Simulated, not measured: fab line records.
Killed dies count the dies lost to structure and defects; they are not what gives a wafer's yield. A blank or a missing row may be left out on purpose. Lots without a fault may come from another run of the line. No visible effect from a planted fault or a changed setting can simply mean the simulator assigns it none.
fab line records	flow n5Finfet
[record] lots = 7	wafers = 21
route steps=1938 shown SDB@350 HKMG_FIN@402 GATE_CUT@510 MOL_CONTACT_COAG@579 BEOL_M0_SAQP@643 BEOL_M0@721 BEOL_M1@780 BEOL_M2@858
startH: the number of hours between the record's first day and the start of the first shown wafer of the lot	waitH: how many hours have passed since the lot's step before this one	" the same as in the row above	L1.1+2: a row that stands for several wafers	- either no value or no given start	* or withheld: withheld	< > ~ a bound
route shown NAME@n: a module of which the file shows steps, and the number in the route of the first	usual: average and standard deviation across the fault-free wafers	same: alike in all rows	chamber/n: place in a boat	sites: per-site readings	_std_site: the values' standard deviation	_edge_site: outer sites' mean less inner sites'	radiusMm: how far each site lies from the wafer's centre	mask NAME#n: copy n	behind: the tool/chamber that last shaped the wafer	hold: reason for holding the lot/hours on hold/outcome of the hold	device: whichever transistor did not switch (one of n, p or np)	end of line: tests run on the same wafers once the route is complete	a step without rows: its recipe alone	killed: not the wafer's yield, but the dies lost to structure and defects at the first sort	map: a wafer's dies, x killed, . not, _ none there
set.NAME: the setting that was run; set.NAME@STEP: the one run at that earlier step	model.NAME: the simulator's own value behind a step, which no gauge read
lots run with intentionally changed settings; tables by step, rows by wafer
[[steps]]
[step N5_SDB_COAT_05]
[recipe] resist = CAR-ArF	spinRpm = 1500	resistThkNm = 90
lot.wafer	tool	chamber	startH	waitH	set.spinRpm	model.CAR-ArF_of_SDB_COAT_05.thkNm
L074.3	lithoTrack-04	0	-	-	1500	89.8
L074.5	"	0	"	"	1636	86.2
L074.6	"	0	"	"	1636	86
L078.1+2	lithoTrack-01	0	-	-	1500	90.2
L078.4	"	0	"	"	1402	93.2
L082.4+5	lithoTrack-05	0	-	-	1614	87
L082.6	"	0	"	"	1500	90
L084.1+6	lithoTrack-01	0	-	-	1632	86
L084.4	"	0	"	"	1632	85.8
L089.1	lithoTrack-05	0	-	-	1500	89.4
L089.4+5	"	0	"	"	1500	89.8
L092.2+6	lithoTrack-05	0	-	-	1500	90.2
L092.3	"	0	"	"	1500	90.4
L097.1	lithoTrack-05	0	-	-	1549	88.4
L097.3	"	0	"	"	1500	90
L097.6	"	0	"	"	1500	90.2
[step N5_SDB_EBR_07]
[recipe] solvent = PGMEA	ebrWidthMm = 1.5
[step N5_SDB_SOFTBAKE_06]
[recipe] tempC = 110	timeS = 60	resist = CAR-ArF
[step N5_SDB_DESCUM_16]
[recipe] chemistry = O2	timeS = 7.9	sourcePowerW = 50	biasPowerW = 20	pressureMtorr = 20	rfFrequencyHz = 2.712e+07	tempC = 40	resist = CAR-ArF	o2FlowSccm = 225
lot.wafer	tool	chamber	startH	waitH	set.spinRpm@SDB_COAT_05	model.CAR-ArF_of_SDB_COAT_05.thkNm
L074.3	rieDiel-03	3	65.67	0.1	1500	83.4
L074.5	"	2	"	"	1636	79.6
L074.6	"	1	"	"	1636	79.4
L078.1+2	rieDiel-01	1,2	91.68	0.0	1500	83.6
L078.4	"	2	"	"	1402	86.6
L082.4+5	rieDiel-01	3,1	116.50	0.0	1614	80.4
L082.6	"	2	"	"	1500	83.4
L084.1+6	rieDiel-03	1,2	128.61	0.0	1632	79.6
L084.4	"	3	"	"	1632	79.2
L089.1	rieDiel-03	3	154.34	0.0	1500	82.8
L089.4+5	"	3,2	"	"	1500	83.4
L092.2+6	rieDiel-03	1,2	173.94	0.0	1500	83.6
L092.3	"	2	"	"	1500	84
L097.1	rieDiel-03	2	203.95	0.0	1549	82
L097.3+6	"	3	"	"	1500	83.6
[step N5_HKMG_FIN_ETCH_54]
[recipe] chemistry = CF4	target = SiARC	targetDepthA = 455	maskMaterial = CAR-ArF	timeS = 75.8	ionEnergyEv = 80	pressureMtorr = 40	sourceW = 545	biasW = 36	Ar_flow_sccm = 100	cf4FlowSccm = 100	ends = cleared
[usual] rfVppV = 184.1/1.4
lot.wafer	tool	chamber	startH	waitH	set.sourceW	rfVppV
L074.3	rieDiel-01	0	71.34	0.0	545	183.9
L074.5	"	0	"	"	545	184.5
L074.6	"	1	"	"	545	183.2
L078.1	rieDiel-03	3	97.35	0.0	545	185.8
L078.2	"	2	"	"	599.2	176.4
L078.4	"	0	"	"	599.2	177.0
L082.4	rieDiel-01	0	122.16	0.0	545	183.4
L082.5	"	1	"	"	545	184.7
L082.6	"	3	"	"	545	186.0
L084.1	rieDiel-01	1	134.26	0.0	448.3	196.2
L084.4	"	1	"	"	545	183.0
L084.6	"	3	"	"	448.3	197.3
L089.1	rieDiel-03	2	160.35	0.0	545	181.4
L089.4	"	2	"	"	545	183.1
L089.5	"	3	"	"	545	183.2
L092.2	rieDiel-05	0	179.50	0.0	545	182.7
L092.3	"	3	"	"	545	182.9
L092.6	"	1	"	"	545	185.2
L097.1	rieDiel-05	2	210.16	0.0	545	186.2
L097.3	"	1	"	"	545	182.9
L097.6	"	0	"	"	545	182.7
[step N5_HKMG_FIN_ETCH_55]
[recipe] chemistry = N2/H2	target = SOC	targetDepthA = 2400	tempC = 40	timeS = 300	ionEnergyEv = 200	maskMaterial = SiARC	pressureMtorr = 30	sourceW = 840	biasW = 150	n2FlowSccm = 200	h2FlowSccm = 200
lot.wafer	tool	chamber	startH	waitH	set.timeS	model.HKMG_FIN.featureDepthNm	model.etch.depthNm	model.SiARC_of_HKMG_FIN_COAT_42.thkNm
L074.3	rieDiel-01	0	71.40	0.0	333.4	254.2	254.2	20.2
L074.5	"	0	"	"	333.4	252.8	252.9	20.4
L074.6	"	1	"	"	333.4	278.8	278.7	19
L078.1	rieDiel-03	3	97.41	0.0	300	239.2	239.1	20.8
L078.2	"	2	"	"	257.9	197.4	197.4	23.6
L078.4	"	0	"	"	257.9	201.2	201.2	23.4
L082.4	rieDiel-01	0	122.28	0.1	300	231.8	231.8	21.6
L082.5	"	1	"	"	333.2	277.2	277.1	19.2
L082.6	"	3	"	"	333.2	277	276.9	18.6
L084.1	rieDiel-01	1	134.32	0.0	300	249	248.9	20.8
L084.4	"	1	"	"	271.8	226.6	226.6	22
L084.6	"	3	"	"	300	252.4	252.4	20.2
L089.1	rieDiel-03	2	160.40	0.0	300	232.2	232.2	21.4
L089.4	"	2	"	"	300	233.4	233.3	21.4
L089.5	"	3	"	"	300	246	246	20.2
L092.2	rieDiel-05	0	179.55	0.0	359.7	284.8	284.8	18.8
L092.3	"	3	"	"	359.7	292.6	292.6	17.8
L092.6	"	1	"	"	300	234.8	234.8	21.6
L097.1	rieDiel-05	2	210.21	0.0	300	238	238.1	21.4
L097.3	"	1	"	"	300	236	236	21.6
L097.6	"	0	"	"	300	237.4	237.4	21.6
[step N5_GATE_CUT_ALD_22]
[recipe] material = SiNx	targetThkA = 160	tempC = 400	aldPrecursorFamily = SiH2I2	aldCoReactant = N2/H2-plasma	pulseTimeS = 1	aldCycles = 320	purgeTimeS = 2	coReactantPurgeTimeS = 2	pressureTorr = 2
lot.wafer	tool	chamber	startH	waitH	set.aldCycles	model.SiNx_of_GATE_CUT_ALD_22.thkNm
L074.3+5+6	aldSin-02	1,0,1	83.95	0.0	320	16
L078.1+4	aldSin-01	1,0	110.33	0.2	320	16
L078.2	"	2	"	"	358	18
L082.4+5+6	aldSin-03	3,0,1	134.40	0.0	320	16
L084.1+4+6	aldSin-03	2,0,3	146.91	0.0	320	16
L089.1+4+5	aldSin-02	2,0,3	173.77	0.1	320	16
L092.2	aldSin-01	1	192.72	0.0	275	13.8
L092.3+6	"	0,1	"	"	320	16
L097.1	aldSin-01	3	225.70	0.7	320	16
L097.3	"	0	"	"	347	17.2
L097.6	"	1	"	"	347	17.4
[step N5_MOL_CONTACT_COAG_ALD_131]
[recipe] material = SiO2	targetThkA = 50	tempC = 100	aldPrecursorFamily = BDEAS	aldCoReactant = O2-plasma	pulseTimeS = 1	coReactantPulseTimeS = 1	purgeTimeS = 2	coReactantPurgeTimeS = 2	aldCycles = 35	pressureTorr = 2
lot.wafer	tool	chamber	startH	waitH	set.aldCycles	model.SiO2_of_MOL_CONTACT_COAG_ALD_131.thkNm
L074.3+5+6	aldSin-04	2,0,1	96.62	0.3	35	5
L078.1+4	aldSin-01	0,2	125.48	0.1	31	4.4
L078.2	"	3	"	"	35	5
L082.4	aldSin-04	2	148.06	0.0	37	5.2
L082.5+6	"	2,1	"	"	35	5
L084.1+4	aldSin-03	1,3	158.62	0.1	40	5.8
L084.6	"	2	"	"	35	5
L089.1+4+5	aldSin-01	0,2,3	186.03	0.6	35	5
L092.2+3	aldSin-03	0,1	207.46	0.2	39	5.6
L092.6	"	1	"	"	35	5
L097.1+3	aldSin-04	0,3	240.00	0.1	32	4.6
L097.6	"	0	"	"	35	5
[step N5_MOL_CONTACT_COAG_ETCH_91]
[recipe] chemistry = N2/H2	target = SOC	targetDepthA = 600	overetchA = 210	maskMaterial = SiARC	tempC = 40	timeS = 101.2	ionEnergyEv = 200	pressureMtorr = 30	sourceW = 840	biasW = 150	n2FlowSccm = 200	h2FlowSccm = 200
lot.wafer	tool	chamber	startH	waitH	set.timeS	model.SiARC_of_MOL_CONTACT_COAG_COAT_76.thkNm
L074.3	rieDiel-03	2	96.87	0.0	101.2	6
L074.5	"	2	"	"	82.41	6.6
L074.6	"	3	"	"	101.2	5.6
L078.1	rieDiel-03	3	125.69	0.0	101.2	5.6
L078.2	"	0	"	"	101.2	5.8
L078.4	"	2	"	"	111.5	5.4
L082.4+5	rieDiel-01	1,2	148.28	0.0	101.2	5.6
L082.6	"	3	"	"	101.2	5.4
L084.1	rieDiel-03	3	158.83	0.0	107.5	5.4
L084.4	"	2	"	"	101.2	5.8
L084.6	"	3	"	"	101.2	5.6
L089.1	rieDiel-01	0	186.24	0.0	101.2	6
L089.4	"	3	"	"	101.2	5.4
L089.5	"	2	"	"	101.2	5.6
L092.2+6	rieDiel-03	1	207.67	0.0	121.8	4.6
L092.3	"	0	"	"	101.2	5.6
L097.1	rieDiel-05	0	240.21	0.0	87.86	6.4
L097.3	"	2	"	"	101.2	5.8
L097.6	"	3	"	"	87.86	6.2
[step N5_BEOL_M0_SAQP_COAT_08]
[recipe] resist = CAR-ArF	spinRpm = 1500	resistThkNm = 90
lot.wafer	tool	chamber	startH	waitH	set.spinRpm	model.CAR-ArF_of_BEOL_M0_SAQP_COAT_08.thkNm
L074.3+5	lithoTrack-02	0	-	-	1500	89.8
L074.6	"	0	"	"	1642	85.4
L078.1	lithoTrack-04	0	-	-	1596	87.2
L078.2+4	"	0	"	"	1500	90
L082.4	lithoTrack-03	0	-	-	1500	89.8
L082.5+6	"	0	"	"	1500	89.6
L084.1	lithoTrack-03	0	-	-	1659	85.6
L084.4	"	0	"	"	1659	85.8
L084.6	"	0	"	"	1500	90.2
L089.1	lithoTrack-04	0	-	-	1500	90.2
L089.4	"	0	"	"	1500	90
L089.5	"	0	"	"	1500	90.4
L092.2+3+6	lithoTrack-02	0	-	-	1500	90
L097.1	lithoTrack-02	0	-	-	1448	91.6
L097.3	"	0	"	"	1500	90.2
L097.6	"	0	"	"	1500	90
[step N5_BEOL_M0_SAQP_EBR_10]
[recipe] solvent = PGMEA	ebrWidthMm = 1.5
[step N5_BEOL_M0_SAQP_SOFTBAKE_09]
[recipe] tempC = 110	timeS = 60	resist = CAR-ArF
[step N5_BEOL_M0_SAQP_EXPOSE_11]
[recipe] maskId = M0_CORE	na = 1.35	sourceShape = dipole	sigmaInner = 0.538	sigmaOuter = 0.738	polarization = te	targetCdNm = 42	doseMj = 55
[step N5_BEOL_M0_SAQP_PEB_12]
[recipe] pebTempC = withheld	pebTimeS = 60	resist = CAR-ArF
[step N5_BEOL_M0_SAQP_DEVELOP_13]
[recipe] developTimeS = 30	developer = TMAH	resist = CAR-ArF	devTempC = 23	rinseLiquid = diw	dry = airSpin
lot.wafer	tool	chamber	startH	waitH	set.spinRpm@BEOL_M0_SAQP_COAT_08	model.CAR-ArF_of_BEOL_M0_SAQP_COAT_08.thkNm
L074.3+5	lithoTrack-03	0	-	-	1500	88.2
L074.6	"	0	"	"	1642	83.6
L078.1	lithoTrack-03	0	-	-	1596	85.4
L078.2	"	0	"	"	1500	88.2
L078.4	"	0	"	"	1500	88.4
L082.4	lithoTrack-02	0	-	-	1500	88.2
L082.5+6	"	0	"	"	1500	88
L084.1	lithoTrack-02	0	-	-	1659	83.8
L084.4	"	0	"	"	1659	84
L084.6	"	0	"	"	1500	88.4
L089.1+5	lithoTrack-02	0	-	-	1500	88.6
L089.4	"	0	"	"	1500	88.4
L092.2+3	lithoTrack-02	0	-	-	1500	88.4
L092.6	"	0	"	"	1500	88.2
L097.1	lithoTrack-04	0	-	-	1448	90
L097.3	"	0	"	"	1500	88.4
L097.6	"	0	"	"	1500	88.2
[step N5_BEOL_M0_TRENCH_ETCH_107]
[recipe] chemistry = C4F6/O2	targetDepthA = 328	target = SiOC	timeS = 16.4	ionEnergyEv = 250	pressureMtorr = 30	sourceW = 355	biasW = 185	Ar_flow_sccm = 300	C4F6_flow_sccm = 10	O2_flow_sccm = 10
lot.wafer	tool	chamber	startH	waitH	set.targetDepthA	model.BEOL_M0.featureDepthNm
L074.3	rieDiel-05	3	111.52	0.0	328	33.4
L074.5	"	2	"	"	365.1	36.6
L074.6	"	1	"	"	365.1	35.6
L078.1	rieDiel-03	3	140.23	0.0	328	33.2
L078.2	"	2	"	"	328	32
L078.4	"	1	"	"	328	33.4
L082.4	rieDiel-01	0	161.97	0.0	328	32.6
L082.5	"	0	"	"	298.7	30
L082.6	"	1	"	"	328	33.6
L084.1	rieDiel-01	2	173.76	0.0	328	34
L084.4	"	1	"	"	288.5	29.6
L084.6	"	3	"	"	328	33.8
L089.1+4	rieDiel-05	2,0	202.51	0.0	328	32.4
L089.5	"	0	"	"	328	32.6
L092.2	rieDiel-01	2	223.14	0.0	328	33.4
L092.3	"	0	"	"	328	32.2
L092.6	"	3	"	"	357.8	36.8
L097.1	rieDiel-01	0	259.35	0.0	328	32.4
L097.3	"	3	"	"	328	33.8
L097.6	"	2	"	"	352.9	36
[step N5_BEOL_M0_STRIP_142]
[recipe] chemistry = N2/H2	timeS = 10	powerW = 450	tempC = 40	pressureMtorr = 20	rfFrequencyHz = 6e+07	biasPowerW = 7	n2FlowSccm = 200	h2FlowSccm = 200
[step N5_BEOL_M0_OCD_MEAS_108]
[usual] trenchDepthNm = 33.1/0.65
lot.wafer	tool	chamber	startH	waitH	set.targetDepthA@BEOL_M0_TRENCH_ETCH_107	trenchDepthNm
L074.3	ocd-02	-	111.63	0.1	328	33.9
L074.5	"	-	"	"	365.1	35.9
L074.6	"	-	"	"	365.1	35.8
L078.1	ocd-02	-	140.34	0.1	328	33.0
L078.2	"	-	"	"	328	32.5
L078.4	"	-	"	"	328	33.4
L082.4	ocd-01	-	162.09	0.1	328	32.1
L082.5	"	-	"	"	298.7	30.0
L082.6	"	-	"	"	328	33.7
L084.1	ocd-02	-	173.86	0.1	328	34.0
L084.4	"	-	"	"	288.5	29.4
L084.6	"	-	"	"	328	33.8
L089.1	ocd-01	-	202.61	0.1	328	32.5
L089.4	"	-	"	"	328	33.0
L089.5	"	-	"	"	328	32.9
L092.2	ocd-01	-	223.24	0.1	328	33.3
L092.3	"	-	"	"	328	32.5
L092.6	"	-	"	"	357.8	36.9
L097.1	ocd-02	-	259.45	0.1	328	32.5
L097.3	"	-	"	"	328	33.7
L097.6	"	-	"	"	352.9	35.4
[step N5_BEOL_M1_COAT_22]
[recipe] resist = CAR-EUV	spinRpm = 1500	resistThkNm = 30
lot.wafer	tool	chamber	startH	waitH	set.spinRpm	model.CAR-EUV_of_BEOL_M1_COAT_22.thkNm
L074.3+5+6	lithoTrack-02	0	-	-	1500	30
L078.1	lithoTrack-03	0	-	-	1619	29
L078.2	"	0	"	"	1500	30
L078.4	"	0	"	"	1500	30.2
L082.4+5	lithoTrack-03	0	-	-	1500	30
L082.6	"	0	"	"	1363	31.4
L084.1+4+6	lithoTrack-02	0	-	-	1500	30
L089.1	lithoTrack-05	0	-	-	1500	30
L089.4+5	"	0	"	"	1500	29.8
L092.2+6	lithoTrack-03	0	-	-	1500	30.2
L092.3	"	0	"	"	1500	30
L097.1	lithoTrack-03	0	-	-	1668	28.4
L097.3+6	"	0	"	"	1500	30
[step N5_BEOL_M1_EBR_24]
[recipe] solvent = PGMEA	ebrWidthMm = 1.5
[step N5_BEOL_M1_SOFTBAKE_23]
[recipe] tempC = 110	timeS = 60	resist = CAR-EUV
[step N5_BEOL_M1_DESCUM_33]
[recipe] chemistry = O2	timeS = 7	sourcePowerW = 50	biasPowerW = 20	pressureMtorr = 20	rfFrequencyHz = 2.712e+07	tempC = 40	resist = CAR-EUV	o2FlowSccm = 225
[step N5_BEOL_M1_ETCH_77]
[recipe] chemistry = N2/H2	target = underlayer	targetDepthA = 65	maskMaterial = CAR-EUV	timeS = 5.2	ionEnergyEv = 200	pressureMtorr = 30	sourceW = 840	biasW = 150	n2FlowSccm = 200	h2FlowSccm = 200	ends = cleared
[step N5_BEOL_M1_ETCH_69]
[recipe] chemistry = CF4	target = SiARC	targetDepthA = 156	maskMaterial = CAR-EUV	timeS = 26	ionEnergyEv = 80	pressureMtorr = 40	sourceW = 545	biasW = 36	Ar_flow_sccm = 100	cf4FlowSccm = 100	ends = cleared
lot.wafer	tool	chamber	startH	waitH	set.spinRpm@BEOL_M1_COAT_22	model.CAR-EUV_of_BEOL_M1_COAT_22.thkNm
L074.3+5+6	rieDiel-04	0,3,2	131.61	0.0	1500	11.2
L078.1	rieDiel-04	2	148.91	0.0	1619	10.2
L078.2	"	3	"	"	1500	11
L078.4	"	1	"	"	1500	11.2
L082.4+5	rieDiel-04	3	173.58	0.0	1500	11.2
L082.6	"	2	"	"	1363	12.6
L084.1	rieDiel-02	3	180.60	0.0	1500	11.2
L084.4+6	"	1,2	"	"	1500	11
L089.1+4+5	rieDiel-04	0,2,1	207.89	0.0	1500	11
L092.2+3+6	rieDiel-04	3,0,1	229.42	0.0	1500	11.2
L097.1	rieDiel-04	0	267.97	0.0	1668	9.6
L097.3+6	"	1	"	"	1500	11
[step N5_BEOL_M2_ETCH_74]
[recipe] chemistry = N2/H2	target = underlayer	targetDepthA = 65	maskMaterial = CAR-EUV	timeS = 5.2	ionEnergyEv = 200	pressureMtorr = 30	sourceW = 840	biasW = 150	n2FlowSccm = 200	h2FlowSccm = 200	ends = cleared
[usual] etchRfOnTimeS = 5.14/0.14	rfVppV = 524/3.3
lot.wafer	tool	chamber	startH	waitH	set.sourceW	etchRfOnTimeS	rfVppV
L074.3	rieDiel-05	2	148.26	0.0	840	5.29	526
L074.5	"	0	"	"	793.9	5.52	525
L074.6	"	2	"	"	793.9	5.47	540
L078.1	rieDiel-01	1	166.12	0.0	721.4	5.66	552
L078.2	"	3	"	"	721.4	5.63	556
L078.4	"	2	"	"	840	5.10	520
L082.4	rieDiel-03	1	193.36	0.0	840	5.01	525
L082.5	"	1	"	"	694.5	5.87	564
L082.6	"	2	"	"	694.5	6.22	554
L084.1	rieDiel-01	0	200.72	0.0	979.8	4.63	496
L084.4	"	3	"	"	840	4.94	529
L084.6	"	1	"	"	979.8	4.38	496
L089.1	rieDiel-03	1	214.96	0.0	840	4.92	525
L089.4	"	3	"	"	840	5.10	525
L089.5	"	3	"	"	840	5.14	523
L092.2	rieDiel-05	1	237.15	0.0	736.9	5.94	544
L092.3	"	2	"	"	840	5.34	528
L092.6	"	1	"	"	736.9	5.92	547
L097.1	rieDiel-03	0	276.23	0.0	840	5.10	528
L097.3	"	1	"	"	840	5.05	528
L097.6	"	1	"	"	840	5.01	527
[step N5_BEOL_M2_COAT_22]
[recipe] resist = CAR-EUV	spinRpm = 1500	resistThkNm = 30
lot.wafer	tool	chamber	startH	waitH	set.spinRpm	model.CAR-EUV_of_BEOL_M2_COAT_22.thkNm
L074.3+5	lithoTrack-01	0	-	-	1364	31.4
L074.6	"	0	"	"	1500	30
L078.1+2	lithoTrack-02	0	-	-	1500	30
L078.4	"	0	"	"	1385	31.2
L082.4+6	lithoTrack-04	0	-	-	1500	30
L082.5	"	0	"	"	1344	31.6
L084.1+4	lithoTrack-01	0	-	-	1453	30.4
L084.6	"	0	"	"	1500	30
L089.1	lithoTrack-04	0	-	-	1500	30.2
L089.4+5	"	0	"	"	1500	30
L092.2+6	lithoTrack-02	0	-	-	1500	29.8
L092.3	"	0	"	"	1448	30.4
L097.1+3	lithoTrack-04	0	-	-	1555	29.4
L097.6	"	0	"	"	1500	30
[step N5_BEOL_M2_EBR_24]
[recipe] solvent = PGMEA	ebrWidthMm = 1.5
[step N5_BEOL_M2_SOFTBAKE_23]
[recipe] tempC = 110	timeS = 60	resist = CAR-EUV
[step N5_BEOL_M2_EXPOSE_25]
[recipe] maskId = V1	na = 0.33	sourceShape = quasar	sigmaInner = 0.2	sigmaOuter = 0.8	polarization = unpolarized	defocusNm = 5	doseMj = 63
[step N5_BEOL_M2_PEB_26]
[recipe] pebTempC = 100	pebTimeS = 60	resist = CAR-EUV
[step N5_BEOL_M2_DEVELOP_27]
[recipe] developTimeS = 30	developer = TMAH	resist = CAR-EUV	rinseLiquid = surfactantRinse	dry = airSpin	devTempC = 23
lot.wafer	tool	chamber	startH	waitH	set.spinRpm@BEOL_M2_COAT_22	model.CAR-EUV_of_BEOL_M2_COAT_22.thkNm
L074.3+5	lithoTrack-01	0	-	-	1364	31
L074.6	"	0	"	"	1500	29.6
L078.1+2	lithoTrack-01	0	-	-	1500	29.6
L078.4	"	0	"	"	1385	30.8
L082.4	lithoTrack-01	0	-	-	1500	29.6
L082.5	"	0	"	"	1344	31.2
L082.6	"	0	"	"	1500	29.4
L084.1	lithoTrack-04	0	-	-	1453	29.8
L084.4	"	0	"	"	1453	30
L084.6	"	0	"	"	1500	29.4
L089.1+5	lithoTrack-02	0	-	-	1500	29.6
L089.4	"	0	"	"	1500	29.4
L092.2+6	lithoTrack-02	0	-	-	1500	29.4
L092.3	"	0	"	"	1448	30
L097.1+3	lithoTrack-02	0	-	-	1555	29
L097.6	"	0	"	"	1500	29.6
[step N5_BEOL_M2_DESCUM_33]
[recipe] chemistry = O2	timeS = 7	sourcePowerW = 50	biasPowerW = 20	pressureMtorr = 20	rfFrequencyHz = 2.712e+07	tempC = 40	resist = CAR-EUV	o2FlowSccm = 225
lot.wafer	tool	chamber	startH	waitH	set.spinRpm@BEOL_M2_COAT_22	model.CAR-EUV_of_BEOL_M2_COAT_22.thkNm
L074.3	rieDiel-05	0	149.23	0.0	1364	27.6
L074.5	"	0	"	"	1364	27.4
L074.6	"	3	"	"	1500	26
L078.1+2	rieDiel-05	3,0	167.30	0.0	1500	26
L078.4	"	1	"	"	1385	27.4
L082.4+6	rieDiel-05	3,2	194.50	0.2	1500	26
L082.5	"	1	"	"	1344	27.8
L084.1	rieDiel-05	1	201.72	0.0	1453	26.4
L084.4	"	0	"	"	1453	26.6
L084.6	"	1	"	"	1500	26
L089.1	rieDiel-01	1	215.80	0.0	1500	26.2
L089.4+5	"	0,2	"	"	1500	26
L092.2+6	rieDiel-03	2,1	238.12	0.0	1500	26
L092.3	"	1	"	"	1448	26.4
L097.1	rieDiel-01	1	278.70	1.6	1555	25.4
L097.3	"	0	"	"	1555	25.6
L097.6	"	1	"	"	1500	26
[[key]]
[split] step = N5_SDB_COAT_05	setting = spinRpm	stated = 1500	by = wafer
[response] step = N5_SDB_COAT_05	reading = model.CAR-ArF_of_SDB_COAT_05.thkNm	change = -0.422	per = 1%	r = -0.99
[response] step = N5_SDB_DESCUM_16	reading = model.CAR-ArF_of_SDB_COAT_05.thkNm	change = -0.429	per = 1%	r = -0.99
[split] step = N5_HKMG_FIN_ETCH_54	setting = sourceW	stated = 545	by = wafer
[response] step = N5_HKMG_FIN_ETCH_54	reading = rfVppV	change = -0.808	per = 1%	r = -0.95
[split] step = N5_HKMG_FIN_ETCH_55	setting = timeS	stated = 300	by = wafer
[response] step = N5_HKMG_FIN_ETCH_55	reading = model.HKMG_FIN.featureDepthNm	change = +2.94	per = 1%	r = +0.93
[response] step = N5_HKMG_FIN_ETCH_55	reading = model.etch.depthNm	change = +2.93	per = 1%	r = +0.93
[response] step = N5_HKMG_FIN_ETCH_55	reading = model.SiARC_of_HKMG_FIN_COAT_42.thkNm	change = -0.184	per = 1%	r = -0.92
[split] step = N5_GATE_CUT_ALD_22	setting = aldCycles	stated = 320	by = wafer
[response] step = N5_GATE_CUT_ALD_22	reading = model.SiNx_of_GATE_CUT_ALD_22.thkNm	change = +0.16	per = 1%	r = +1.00
[split] step = N5_MOL_CONTACT_COAG_ALD_131	setting = aldCycles	stated = 35	by = wafer
[response] step = N5_MOL_CONTACT_COAG_ALD_131	reading = model.SiO2_of_MOL_CONTACT_COAG_ALD_131.thkNm	change = +0.052	per = 1%	r = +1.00
[split] step = N5_MOL_CONTACT_COAG_ETCH_91	setting = timeS	stated = 101.2	by = wafer
[response] step = N5_MOL_CONTACT_COAG_ETCH_91	reading = model.SiARC_of_MOL_CONTACT_COAG_COAT_76.thkNm	change = -0.0435	per = 1%	r = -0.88
[split] step = N5_BEOL_M0_SAQP_COAT_08	setting = spinRpm	stated = 1500	by = wafer
[response] step = N5_BEOL_M0_SAQP_COAT_08	reading = model.CAR-ArF_of_BEOL_M0_SAQP_COAT_08.thkNm	change = -0.441	per = 1%	r = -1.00
[response] step = N5_BEOL_M0_SAQP_DEVELOP_13	reading = model.CAR-ArF_of_BEOL_M0_SAQP_COAT_08.thkNm	change = -0.454	per = 1%	r = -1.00
[split] step = N5_BEOL_M0_TRENCH_ETCH_107	setting = targetDepthA	stated = 328	by = wafer
[response] step = N5_BEOL_M0_TRENCH_ETCH_107	reading = model.BEOL_M0.featureDepthNm	change = +0.342	per = 1%	r = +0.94
[response] step = N5_BEOL_M0_OCD_MEAS_108	reading = trenchDepthNm	change = +0.317	per = 1%	r = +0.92
[split] step = N5_BEOL_M1_COAT_22	setting = spinRpm	stated = 1500	by = wafer
[response] step = N5_BEOL_M1_COAT_22	reading = model.CAR-EUV_of_BEOL_M1_COAT_22.thkNm	change = -0.145	per = 1%	r = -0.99
[response] step = N5_BEOL_M1_ETCH_69	reading = model.CAR-EUV_of_BEOL_M1_COAT_22.thkNm	change = -0.131	per = 1%	r = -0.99
[split] step = N5_BEOL_M2_ETCH_74	setting = sourceW	stated = 840	by = wafer
[response] step = N5_BEOL_M2_ETCH_74	reading = etchRfOnTimeS	change = *	per = 1%	r = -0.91
[response] step = N5_BEOL_M2_ETCH_74	reading = rfVppV	change = -1.93	per = 1%	r = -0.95
[split] step = N5_BEOL_M2_COAT_22	setting = spinRpm	stated = 1500	by = wafer
[response] step = N5_BEOL_M2_COAT_22	reading = model.CAR-EUV_of_BEOL_M2_COAT_22.thkNm	change = -0.155	per = 1%	r = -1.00
[response] step = N5_BEOL_M2_DEVELOP_27	reading = model.CAR-EUV_of_BEOL_M2_COAT_22.thkNm	change = -0.16	per = 1%	r = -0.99
[response] step = N5_BEOL_M2_DESCUM_33	reading = model.CAR-EUV_of_BEOL_M2_COAT_22.thkNm	change = -0.168	per = 1%	r = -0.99
